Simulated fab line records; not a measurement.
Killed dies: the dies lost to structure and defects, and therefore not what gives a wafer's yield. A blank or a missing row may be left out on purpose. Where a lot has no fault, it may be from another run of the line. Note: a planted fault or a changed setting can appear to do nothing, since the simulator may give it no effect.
What tool caused it? / flow nand_harc / 24 lots with 72 wafers sampled at 4 steps, on a route of 1159 steps

## WHAT THE GAUGES SHOWED, per wafer
NHARC_P_M2_OVL_MEAS_10: pitch 340 nm. Usual: overlay_x_nm -0.1 nm, standard deviation 0.89; overlay_y_nm 0.2 nm, standard deviation 0.8.
lot=L074; measured=day 6 07:28; on=overlay-01; overlay_x_nm (nm)=0.3 -0.1 0.5; overlay_y_nm (nm)=1.4 0.6 1.2; flag=
lot=L075; measured=day 6 14:51; on=overlay-01; overlay_x_nm (nm)=-1.1 -1.1 -0.8; overlay_y_nm (nm)=0.2 0.1 -0.9; flag=
lot=L076; measured=day 6 10:13; on=overlay-02; overlay_x_nm (nm)=0.0 -0.1 0.4; overlay_y_nm (nm)=-0.1 0.1 0.6; flag=
lot=L078; measured=day 7 04:10; on=overlay-02; overlay_x_nm (nm)=0.6 0.9 1.0; overlay_y_nm (nm)=-0.2 0.0 -0.1; flag=
lot=L077; measured=day 7 05:59; on=overlay-02; overlay_x_nm (nm)=-1.0 -0.9 -0.9; overlay_y_nm (nm)=0.2 -0.6 -0.2; flag=
lot=L079; measured=day 7 14:04; on=overlay-02; overlay_x_nm (nm)=0.2 -0.5 0.3; overlay_y_nm (nm)=-0.5 -0.7 0.0; flag=
lot=L080; measured=day 7 14:48; on=overlay-02; overlay_x_nm (nm)=0.2 -0.1 0.0; overlay_y_nm (nm)=1.0 1.2 1.3; flag=
lot=L081; measured=day 8 00:14; on=overlay-01; overlay_x_nm (nm)=-1.0 -0.2 0.0; overlay_y_nm (nm)=1.8 1.3 2.0; flag=
lot=L082; measured=day 8 01:22; on=overlay-01; overlay_x_nm (nm)=-0.9 -1.7 -1.7; overlay_y_nm (nm)=0.3 0.5 0.3; flag=
lot=L084; measured=day 8 14:16; on=overlay-01; overlay_x_nm (nm)=1.0 1.3 1.9; overlay_y_nm (nm)=1.1 0.3 0.4; flag=
lot=L083; measured=day 8 14:56; on=overlay-02; overlay_x_nm (nm)=-0.1 -0.6 -0.3; overlay_y_nm (nm)=1.7 1.1 1.4; flag=
lot=L085; measured=day 8 21:28; on=overlay-02; overlay_x_nm (nm)=-0.2 -0.2 -0.6; overlay_y_nm (nm)=-1.3 -0.7 -0.8; flag=
lot=L086; measured=day 9 09:20; on=overlay-02; overlay_x_nm (nm)=-0.5 -0.7 -0.6; overlay_y_nm (nm)=-0.3 -0.2 -0.4; flag=
lot=L087; measured=day 9 10:16; on=overlay-01; overlay_x_nm (nm)=-0.1 -0.4 0.0; overlay_y_nm (nm)=0.2 0.4 0.1; flag=
lot=L088; measured=day 10 03:58; on=overlay-01; overlay_x_nm (nm)=-1.3 -1.0 -1.8; overlay_y_nm (nm)=-0.2 -0.2 0.1; flag=
lot=L089; measured=day 10 04:14; on=overlay-01; overlay_x_nm (nm)=-0.3 0.4 -0.6; overlay_y_nm (nm)=1.1 1.4 0.7; flag=
lot=L090; measured=day 10 06:17; on=overlay-02; overlay_x_nm (nm)=-1.4 -1.8 -0.6; overlay_y_nm (nm)=-1.0 -1.0 0.1; flag=
lot=L091; measured=day 10 12:47; on=overlay-02; overlay_x_nm (nm)=-0.9 -0.4 -0.4; overlay_y_nm (nm)=-0.5 -0.6 -0.8; flag=
lot=L092; measured=day 10 19:23; on=overlay-01; overlay_x_nm (nm)=-0.5 -0.2 -0.2; overlay_y_nm (nm)=1.5 1.5 1.4; flag=
lot=L093; measured=day 11 03:36; on=overlay-01; overlay_x_nm (nm)=-0.6 -0.7 -0.8; overlay_y_nm (nm)=-0.2 -0.7 -0.6; flag=
lot=L094; measured=day 11 04:41; on=overlay-01; overlay_x_nm (nm)=-0.2 0.0 0.2; overlay_y_nm (nm)=0.1 0.2 0.1; flag=
lot=L095; measured=day 11 10:37; on=overlay-02; overlay_x_nm (nm)=1.9 1.9 2.4; overlay_y_nm (nm)=0.3 -0.3 -0.2; flag=
lot=L096; measured=day 11 15:23; on=overlay-01; overlay_x_nm (nm)=0.4 1.1 0.5; overlay_y_nm (nm)=0.6 1.1 0.4; flag=
lot=L097; measured=day 11 14:44; on=overlay-02; overlay_x_nm (nm)=1.3 1.0 1.2; overlay_y_nm (nm)=-1.5 -0.8 -1.4; flag=

## TOOL THAT RAN EACH LOT (tool first, then ch and the chambers of the sampled wafers, then the start)
lot=L074; NHARC_P_GATE_ETCH_32=rie_si-03 ch 1,2, day 4 21:13; NHARC_P_GATE_DESCUM_48=rie_diel-11 ch 1,2,3, day 5 08:49; NHARC_P_M0_ETCH_15=rie_diel-05 ch 2,3, day 6 07:28 or earlier
lot=L075; NHARC_P_GATE_ETCH_32=rie_si-02 ch 2,3, day 5 00:56; NHARC_P_GATE_DESCUM_48=rie_diel-13 ch 0,1,2, day 5 14:24; NHARC_P_M0_ETCH_15=rie_diel-03 ch 0,3, day 6 14:51 or earlier
lot=L076; NHARC_P_GATE_ETCH_32=rie_si-06 ch 0,1,2, day 5 01:25; NHARC_P_GATE_DESCUM_48=rie_diel-09 ch 2,3, day 5 13:00; NHARC_P_M0_ETCH_15=rie_diel-08 ch 1,2, day 6 10:13 or earlier
lot=L078; NHARC_P_GATE_ETCH_32=rie_si-06 ch 2,3, day 5 19:40; NHARC_P_GATE_DESCUM_48=rie_diel-11 ch 0,2,3, day 6 07:13; NHARC_P_M0_ETCH_15=rie_diel-03 ch 1,3, day 7 04:10 or earlier
lot=L077; NHARC_P_GATE_ETCH_32=rie_si-03 ch 1,2,3, day 5 20:01; NHARC_P_GATE_DESCUM_48=rie_diel-09 ch 1,3, day 6 09:47; NHARC_P_M0_ETCH_15=rie_diel-05 ch 1,3, day 7 05:59 or earlier
lot=L079; NHARC_P_GATE_ETCH_32=rie_si-06 ch 0,2,3, day 6 01:38; NHARC_P_GATE_DESCUM_48=rie_diel-13 ch 2,3, day 6 12:56; NHARC_P_M0_ETCH_15=rie_diel-05 ch 0,2,3, day 7 14:04 or earlier
lot=L080; NHARC_P_GATE_ETCH_32=rie_si-03 ch 0,1, day 6 02:05; NHARC_P_GATE_DESCUM_48=rie_diel-11 ch 2,3, day 6 13:37; NHARC_P_M0_ETCH_15=rie_diel-08 ch 1,2,3, day 7 14:48 or earlier
lot=L081; NHARC_P_GATE_ETCH_32=rie_si-06 ch 2,3, day 6 13:41; NHARC_P_GATE_DESCUM_48=rie_diel-13 ch 1,3, day 7 01:13; NHARC_P_M0_ETCH_15=rie_diel-03 ch 2,3, day 8 00:14 or earlier
lot=L082; NHARC_P_GATE_ETCH_32=rie_si-03 ch 1,2,3, day 6 13:47; NHARC_P_GATE_DESCUM_48=rie_diel-11 ch 0,2,3, day 7 01:23; NHARC_P_M0_ETCH_15=rie_diel-05 ch 0,2,3, day 8 01:22 or earlier
lot=L084; NHARC_P_GATE_ETCH_32=rie_si-03 ch 0,1,2, day 7 06:25; NHARC_P_GATE_DESCUM_48=rie_diel-13 ch 0,1,3, day 7 17:56; NHARC_P_M0_ETCH_15=rie_diel-08 ch 0,2,3, day 8 14:16 or earlier
lot=L083; NHARC_P_GATE_ETCH_32=rie_si-02 ch 0,1,2, day 7 06:52; NHARC_P_GATE_DESCUM_48=rie_diel-13 ch 0,1,2, day 7 18:17; NHARC_P_M0_ETCH_15=rie_diel-08 ch 0,2,3, day 8 14:56 or earlier
lot=L085; NHARC_P_GATE_ETCH_32=rie_si-06 ch 0,2, day 7 07:16; NHARC_P_GATE_DESCUM_48=rie_diel-09 ch 0,2,3, day 8 00:53; NHARC_P_M0_ETCH_15=rie_diel-03 ch 0,2, day 8 21:28 or earlier
lot=L086; NHARC_P_GATE_ETCH_32=rie_si-02 ch 1,2,3, day 7 23:43; NHARC_P_GATE_DESCUM_48=rie_diel-11 ch 0,1,3, day 8 11:12; NHARC_P_M0_ETCH_15=rie_diel-08 ch 2,3, day 9 09:20 or earlier
lot=L087; NHARC_P_GATE_ETCH_32=rie_si-03 ch 0,1,2, day 7 23:50; NHARC_P_GATE_DESCUM_48=rie_diel-13 ch 0,1,3, day 8 11:21; NHARC_P_M0_ETCH_15=rie_diel-03 ch 0,2,3, day 9 10:16 or earlier
lot=L088; NHARC_P_GATE_ETCH_32=rie_si-06 ch 0,2,3, day 8 13:47; NHARC_P_GATE_DESCUM_48=rie_diel-13 ch 2,3, day 9 01:25; NHARC_P_M0_ETCH_15=rie_diel-03 ch 1,2,3, day 10 03:58 or earlier
lot=L089; NHARC_P_GATE_ETCH_32=rie_si-03 ch 2,3, day 8 14:23; NHARC_P_GATE_DESCUM_48=rie_diel-13 ch 2,3, day 9 01:50; NHARC_P_M0_ETCH_15=rie_diel-03 ch 1,2, day 10 04:14 or earlier
lot=L090; NHARC_P_GATE_ETCH_32=rie_si-03 ch 1,2,3, day 8 20:10; NHARC_P_GATE_DESCUM_48=rie_diel-11 ch 0,2,3, day 9 07:54; NHARC_P_M0_ETCH_15=rie_diel-08 ch 2,3, day 10 06:17 or earlier
lot=L091; NHARC_P_GATE_ETCH_32=rie_si-03 ch 0,1,2, day 9 02:07; NHARC_P_GATE_DESCUM_48=rie_diel-11 ch 0,1,3, day 9 13:43; NHARC_P_M0_ETCH_15=rie_diel-05 ch 0,1,3, day 10 12:47 or earlier
lot=L092; NHARC_P_GATE_ETCH_32=rie_si-03 ch 0,1,2, day 9 09:02; NHARC_P_GATE_DESCUM_48=rie_diel-13 ch 0,2,3, day 9 22:25; NHARC_P_M0_ETCH_15=rie_diel-03 ch 1,3, day 10 19:23 or earlier
lot=L093; NHARC_P_GATE_ETCH_32=rie_si-03 ch 0,2,3, day 9 14:53; NHARC_P_GATE_DESCUM_48=rie_diel-13 ch 1,2, day 10 02:17; NHARC_P_M0_ETCH_15=rie_diel-05 ch 0,1,3, day 11 03:36 or earlier
lot=L094; NHARC_P_GATE_ETCH_32=rie_si-06 ch 0,3, day 9 15:29; NHARC_P_GATE_DESCUM_48=rie_diel-13 ch 1,2,3, day 10 02:52; NHARC_P_M0_ETCH_15=rie_diel-08 ch 0,2, day 11 04:41 or earlier
lot=L095; NHARC_P_GATE_ETCH_32=rie_si-06 ch 0,1,3, day 10 02:02; NHARC_P_GATE_DESCUM_48=rie_diel-11 ch 1,2, day 10 13:28; NHARC_P_M0_ETCH_15=rie_diel-08 ch 0,3, day 11 10:37 or earlier
lot=L096; NHARC_P_GATE_ETCH_32=rie_si-06 ch 0,1,3, day 10 05:23; NHARC_P_GATE_DESCUM_48=rie_diel-09 ch 0,3, day 10 16:52; NHARC_P_M0_ETCH_15=rie_diel-03 ch 0,2,3, day 11 15:23 or earlier
lot=L097; NHARC_P_GATE_ETCH_32=rie_si-03 ch 0,1,2, day 10 05:52; NHARC_P_GATE_DESCUM_48=rie_diel-09 ch 1,2,3, day 10 17:30; NHARC_P_M0_ETCH_15=rie_diel-08 ch 0,1,3, day 11 14:44 or earlier
- NHARC_P_GATE_ETCH_32: etches the open film in HBr/Cl2, target depth 150 nm, time 100.1 s.
- NHARC_P_GATE_DESCUM_48: chemistry O2, time 3 s.
- NHARC_P_M0_ETCH_15: etches the open film in C4F8/Ar, target depth 150 nm, overetch 15 nm, time 82.5 s.

## AS READ BY THE TOOLS THEMSELVES (means over the sampled wafers that have a number; for cases with no such wafer, the mark the record gives instead)
NHARC_P_GATE_ETCH_32. Usual: bias_w 100.01 W, standard deviation 0.29; drypump_motor_current_A 5.6 A, standard deviation 0.42; oes_product_au 0.996 a.u., standard deviation 0.0081; throttle_valve_pct 26.406 %, standard deviation 0.0092.
lot=L074; tool=rie_si-03; bias_w (W)=100.27; drypump_motor_current_A (A)=5.4; oes_product_au (a.u.)=0.998; throttle_valve_pct (%)=26.409; flag=
lot=L075; tool=rie_si-02; bias_w (W)=100.06; drypump_motor_current_A (A)=5.7; oes_product_au (a.u.)=1.004; throttle_valve_pct (%)=26.408; flag=
lot=L076; tool=rie_si-06; bias_w (W)=100.03; drypump_motor_current_A (A)=5.4; oes_product_au (a.u.)=0.993; throttle_valve_pct (%)=26.420; flag=
lot=L078; tool=rie_si-06; bias_w (W)=99.62; drypump_motor_current_A (A)=5.3; oes_product_au (a.u.)=0.988; throttle_valve_pct (%)=26.403; flag=
lot=L077; tool=rie_si-03; bias_w (W)=99.86; drypump_motor_current_A (A)=5.5; oes_product_au (a.u.)=0.992; throttle_valve_pct (%)=26.401; flag=
lot=L079; tool=rie_si-06; bias_w (W)=100.10; drypump_motor_current_A (A)=5.7; oes_product_au (a.u.)=0.995; throttle_valve_pct (%)=26.405; flag=
lot=L080; tool=rie_si-03; bias_w (W)=99.90; drypump_motor_current_A (A)=5.5; oes_product_au (a.u.)=0.998; throttle_valve_pct (%)=26.400; flag=
lot=L081; tool=rie_si-06; bias_w (W)=99.87; drypump_motor_current_A (A)=5.9; oes_product_au (a.u.)=0.996; throttle_valve_pct (%)=26.411; flag=
lot=L082; tool=rie_si-03; bias_w (W)=100.19; drypump_motor_current_A (A)=5.5; oes_product_au (a.u.)=0.990; throttle_valve_pct (%)=26.403; flag=
lot=L084; tool=rie_si-03; bias_w (W)=99.68; drypump_motor_current_A (A)=5.5; oes_product_au (a.u.)=1.005; throttle_valve_pct (%)=26.403; flag=
lot=L083; tool=rie_si-02; bias_w (W)=100.05; drypump_motor_current_A (A)=6.0; oes_product_au (a.u.)=1.005; throttle_valve_pct (%)=26.413; flag=
lot=L085; tool=rie_si-06; bias_w (W)=99.99; drypump_motor_current_A (A)=5.4; oes_product_au (a.u.)=0.988; throttle_valve_pct (%)=26.398; flag=
lot=L086; tool=rie_si-02; bias_w (W)=99.91; drypump_motor_current_A (A)=5.7; oes_product_au (a.u.)=1.002; throttle_valve_pct (%)=26.404; flag=
lot=L087; tool=rie_si-03; bias_w (W)=100.07; drypump_motor_current_A (A)=5.5; oes_product_au (a.u.)=0.995; throttle_valve_pct (%)=26.408; flag=
lot=L088; tool=rie_si-06; bias_w (W)=99.95; drypump_motor_current_A (A)=5.6; oes_product_au (a.u.)=0.996; throttle_valve_pct (%)=26.409; flag=
lot=L089; tool=rie_si-03; bias_w (W)=100.18; drypump_motor_current_A (A)=5.4; oes_product_au (a.u.)=0.992; throttle_valve_pct (%)=26.409; flag=
lot=L090; tool=rie_si-03; bias_w (W)=100.01; drypump_motor_current_A (A)=5.5; oes_product_au (a.u.)=0.994; throttle_valve_pct (%)=26.400; flag=
lot=L091; tool=rie_si-03; bias_w (W)=100.13; drypump_motor_current_A (A)=5.5; oes_product_au (a.u.)=0.999; throttle_valve_pct (%)=26.407; flag=
lot=L092; tool=rie_si-03; bias_w (W)=100.18; drypump_motor_current_A (A)=5.5; oes_product_au (a.u.)=1.009; throttle_valve_pct (%)=26.404; flag=
lot=L093; tool=rie_si-03; bias_w (W)=100.01; drypump_motor_current_A (A)=5.4; oes_product_au (a.u.)=0.998; throttle_valve_pct (%)=26.402; flag=
lot=L094; tool=rie_si-06; bias_w (W)=99.91; drypump_motor_current_A (A)=6.0; oes_product_au (a.u.)=0.993; throttle_valve_pct (%)=26.410; flag=
lot=L095; tool=rie_si-06; bias_w (W)=99.99; drypump_motor_current_A (A)=6.0; oes_product_au (a.u.)=1.000; throttle_valve_pct (%)=26.412; flag=
lot=L096; tool=rie_si-06; bias_w (W)=100.08; drypump_motor_current_A (A)=6.0; oes_product_au (a.u.)=1.002; throttle_valve_pct (%)=26.409; flag=
lot=L097; tool=rie_si-03; bias_w (W)=99.84; drypump_motor_current_A (A)=5.5; oes_product_au (a.u.)=1.001; throttle_valve_pct (%)=26.410; flag=

NHARC_P_GATE_DESCUM_48. Usual: drypump_motor_current_A 5.7 A, standard deviation 0.47; oes_product_au 1.000 a.u., standard deviation 0.012; rf_vpp_V 57.9 V, standard deviation 0.89; showerhead_plenum_p_Torr 1.93 Torr, standard deviation 0.052; throttle_valve_pct 11.313 %, standard deviation 0.0083.
lot=L074; tool=rie_diel-11; drypump_motor_current_A (A)=5.4; oes_product_au (a.u.)=0.997; rf_vpp_V (V)=57.6; showerhead_plenum_p_Torr (Torr)=1.91; throttle_valve_pct (%)=11.307; flag=
lot=L075; tool=rie_diel-13; drypump_motor_current_A (A)=5.9; oes_product_au (a.u.)=1.002; rf_vpp_V (V)=57.6; showerhead_plenum_p_Torr (Torr)=1.94; throttle_valve_pct (%)=11.315; flag=
lot=L076; tool=rie_diel-09; drypump_motor_current_A (A)=5.6; oes_product_au (a.u.)=0.983; rf_vpp_V (V)=57.1; showerhead_plenum_p_Torr (Torr)=1.90; throttle_valve_pct (%)=11.315; flag=
lot=L078; tool=rie_diel-11; drypump_motor_current_A (A)=5.7; oes_product_au (a.u.)=1.013; rf_vpp_V (V)=57.9; showerhead_plenum_p_Torr (Torr)=1.94; throttle_valve_pct (%)=11.312; flag=
lot=L077; tool=rie_diel-09; drypump_motor_current_A (A)=6.4; oes_product_au (a.u.)=0.985; rf_vpp_V (V)=58.2; showerhead_plenum_p_Torr (Torr)=1.97; throttle_valve_pct (%)=11.316; flag=
lot=L079; tool=rie_diel-13; drypump_motor_current_A (A)=5.8; oes_product_au (a.u.)=1.016; rf_vpp_V (V)=58.4; showerhead_plenum_p_Torr (Torr)=1.95; throttle_valve_pct (%)=11.309; flag=
lot=L080; tool=rie_diel-11; drypump_motor_current_A (A)=5.7; oes_product_au (a.u.)=0.994; rf_vpp_V (V)=57.4; showerhead_plenum_p_Torr (Torr)=1.96; throttle_valve_pct (%)=11.310; flag=
lot=L081; tool=rie_diel-13; drypump_motor_current_A (A)=5.8; oes_product_au (a.u.)=1.000; rf_vpp_V (V)=57.6; showerhead_plenum_p_Torr (Torr)=1.90; throttle_valve_pct (%)=11.315; flag=
lot=L082; tool=rie_diel-11; drypump_motor_current_A (A)=5.7; oes_product_au (a.u.)=0.997; rf_vpp_V (V)=58.0; showerhead_plenum_p_Torr (Torr)=1.94; throttle_valve_pct (%)=11.317; flag=
lot=L084; tool=rie_diel-13; drypump_motor_current_A (A)=5.6; oes_product_au (a.u.)=1.002; rf_vpp_V (V)=57.7; showerhead_plenum_p_Torr (Torr)=1.91; throttle_valve_pct (%)=11.316; flag=
lot=L083; tool=rie_diel-13; drypump_motor_current_A (A)=6.0; oes_product_au (a.u.)=1.005; rf_vpp_V (V)=57.2; showerhead_plenum_p_Torr (Torr)=1.94; throttle_valve_pct (%)=11.306; flag=
lot=L085; tool=rie_diel-09; drypump_motor_current_A (A)=5.5; oes_product_au (a.u.)=0.999; rf_vpp_V (V)=58.3; showerhead_plenum_p_Torr (Torr)=1.94; throttle_valve_pct (%)=11.315; flag=
lot=L086; tool=rie_diel-11; drypump_motor_current_A (A)=5.4; oes_product_au (a.u.)=1.002; rf_vpp_V (V)=57.7; showerhead_plenum_p_Torr (Torr)=1.88; throttle_valve_pct (%)=11.313; flag=
lot=L087; tool=rie_diel-13; drypump_motor_current_A (A)=5.6; oes_product_au (a.u.)=0.998; rf_vpp_V (V)=57.5; showerhead_plenum_p_Torr (Torr)=1.91; throttle_valve_pct (%)=11.311; flag=
lot=L088; tool=rie_diel-13; drypump_motor_current_A (A)=5.7; oes_product_au (a.u.)=1.010; rf_vpp_V (V)=58.6; showerhead_plenum_p_Torr (Torr)=1.94; throttle_valve_pct (%)=11.305; flag=
lot=L089; tool=rie_diel-13; drypump_motor_current_A (A)=5.8; oes_product_au (a.u.)=1.008; rf_vpp_V (V)=58.0; showerhead_plenum_p_Torr (Torr)=1.94; throttle_valve_pct (%)=11.316; flag=
lot=L090; tool=rie_diel-11; drypump_motor_current_A (A)=5.7; oes_product_au (a.u.)=0.999; rf_vpp_V (V)=58.1; showerhead_plenum_p_Torr (Torr)=1.93; throttle_valve_pct (%)=11.312; flag=
lot=L091; tool=rie_diel-11; drypump_motor_current_A (A)=5.4; oes_product_au (a.u.)=1.002; rf_vpp_V (V)=58.1; showerhead_plenum_p_Torr (Torr)=1.88; throttle_valve_pct (%)=11.304; flag=
lot=L092; tool=rie_diel-13; drypump_motor_current_A (A)=5.6; oes_product_au (a.u.)=1.002; rf_vpp_V (V)=58.7; showerhead_plenum_p_Torr (Torr)=1.93; throttle_valve_pct (%)=11.321; flag=
lot=L093; tool=rie_diel-13; drypump_motor_current_A (A)=6.1; oes_product_au (a.u.)=0.985; rf_vpp_V (V)=57.1; showerhead_plenum_p_Torr (Torr)=1.92; throttle_valve_pct (%)=11.309; flag=
lot=L094; tool=rie_diel-13; drypump_motor_current_A (A)=5.8; oes_product_au (a.u.)=1.002; rf_vpp_V (V)=56.8; showerhead_plenum_p_Torr (Torr)=1.92; throttle_valve_pct (%)=11.308; flag=
lot=L095; tool=rie_diel-11; drypump_motor_current_A (A)=5.8; oes_product_au (a.u.)=1.006; rf_vpp_V (V)=58.4; showerhead_plenum_p_Torr (Torr)=1.93; throttle_valve_pct (%)=11.318; flag=
lot=L096; tool=rie_diel-09; drypump_motor_current_A (A)=5.6; oes_product_au (a.u.)=1.005; rf_vpp_V (V)=57.5; showerhead_plenum_p_Torr (Torr)=1.96; throttle_valve_pct (%)=11.308; flag=
lot=L097; tool=rie_diel-09; drypump_motor_current_A (A)=5.9; oes_product_au (a.u.)=0.993; rf_vpp_V (V)=57.9; showerhead_plenum_p_Torr (Torr)=1.93; throttle_valve_pct (%)=11.312; flag=

NHARC_P_M0_ETCH_15. Usual: bias_w 299.9 W, standard deviation 0.89; oes_product_au 0.958 a.u., standard deviation 0.021; rf_vpp_V 442.1 V, standard deviation 2.2.
lot=L074; tool=rie_diel-05; bias_w (W)=298.9; oes_product_au (a.u.)=0.977; rf_vpp_V (V)=442.8; flag=
lot=L075; tool=rie_diel-03; bias_w (W)=299.5; oes_product_au (a.u.)=0.966; rf_vpp_V (V)=441.8; flag=
lot=L076; tool=rie_diel-08; bias_w (W)=299.6; oes_product_au (a.u.)=0.963; rf_vpp_V (V)=441.2; flag=
lot=L078; tool=rie_diel-03; bias_w (W)=299.9; oes_product_au (a.u.)=0.963; rf_vpp_V (V)=441.7; flag=
lot=L077; tool=rie_diel-05; bias_w (W)=300.0; oes_product_au (a.u.)=0.973; rf_vpp_V (V)=441.3; flag=
lot=L079; tool=rie_diel-05; bias_w (W)=300.5; oes_product_au (a.u.)=0.923; rf_vpp_V (V)=443.0; flag=
lot=L080; tool=rie_diel-08; bias_w (W)=299.9; oes_product_au (a.u.)=0.964; rf_vpp_V (V)=441.2; flag=
lot=L081; tool=rie_diel-03; bias_w (W)=299.6; oes_product_au (a.u.)=0.950; rf_vpp_V (V)=442.7; flag=
lot=L082; tool=rie_diel-05; bias_w (W)=300.3; oes_product_au (a.u.)=0.936; rf_vpp_V (V)=442.9; flag=
lot=L084; tool=rie_diel-08; bias_w (W)=300.1; oes_product_au (a.u.)=0.968; rf_vpp_V (V)=441.9; flag=
lot=L083; tool=rie_diel-08; bias_w (W)=300.1; oes_product_au (a.u.)=0.972; rf_vpp_V (V)=441.0; flag=
lot=L085; tool=rie_diel-03; bias_w (W)=300.0; oes_product_au (a.u.)=0.926; rf_vpp_V (V)=444.5; flag=
lot=L086; tool=rie_diel-08; bias_w (W)=299.9; oes_product_au (a.u.)=0.969; rf_vpp_V (V)=441.5; flag=
lot=L087; tool=rie_diel-03; bias_w (W)=300.0; oes_product_au (a.u.)=0.928; rf_vpp_V (V)=444.0; flag=
lot=L088; tool=rie_diel-03; bias_w (W)=299.6; oes_product_au (a.u.)=0.922; rf_vpp_V (V)=441.8; flag=
lot=L089; tool=rie_diel-03; bias_w (W)=299.2; oes_product_au (a.u.)=0.948; rf_vpp_V (V)=443.3; flag=
lot=L090; tool=rie_diel-08; bias_w (W)=300.5; oes_product_au (a.u.)=0.980; rf_vpp_V (V)=442.4; flag=
lot=L091; tool=rie_diel-05; bias_w (W)=299.4; oes_product_au (a.u.)=0.970; rf_vpp_V (V)=441.4; flag=
lot=L092; tool=rie_diel-03; bias_w (W)=299.9; oes_product_au (a.u.)=0.980; rf_vpp_V (V)=441.4; flag=
lot=L093; tool=rie_diel-05; bias_w (W)=299.8; oes_product_au (a.u.)=0.956; rf_vpp_V (V)=441.0; flag=
lot=L094; tool=rie_diel-08; bias_w (W)=299.3; oes_product_au (a.u.)=0.956; rf_vpp_V (V)=441.6; flag=
lot=L095; tool=rie_diel-08; bias_w (W)=301.2; oes_product_au (a.u.)=0.970; rf_vpp_V (V)=441.2; flag=
lot=L096; tool=rie_diel-03; bias_w (W)=299.6; oes_product_au (a.u.)=0.961; rf_vpp_V (V)=443.1; flag=
lot=L097; tool=rie_diel-08; bias_w (W)=299.4; oes_product_au (a.u.)=0.970; rf_vpp_V (V)=441.4; flag=

## THE ANSWER, worked out from the rows above alone
Rule: lot off if the mean of its wafers having a number is beyond 3 standard deviations from the usual mean. A lot without any number at a reading at which 4 lots or more have one is off too. All remaining lots with rows at the step are treated as sound. After the gauges, taken in route order, come the tools' own readings; for these a lot's mean is taken, as printed above. The first step at which some lot is off is used, and at that step the reading that is off furthest; a lot without a number counts as furthest.
Nothing can be told from this: no lot is off at any reading shown.

## WHAT THE SIMULATOR HAD INSERTED
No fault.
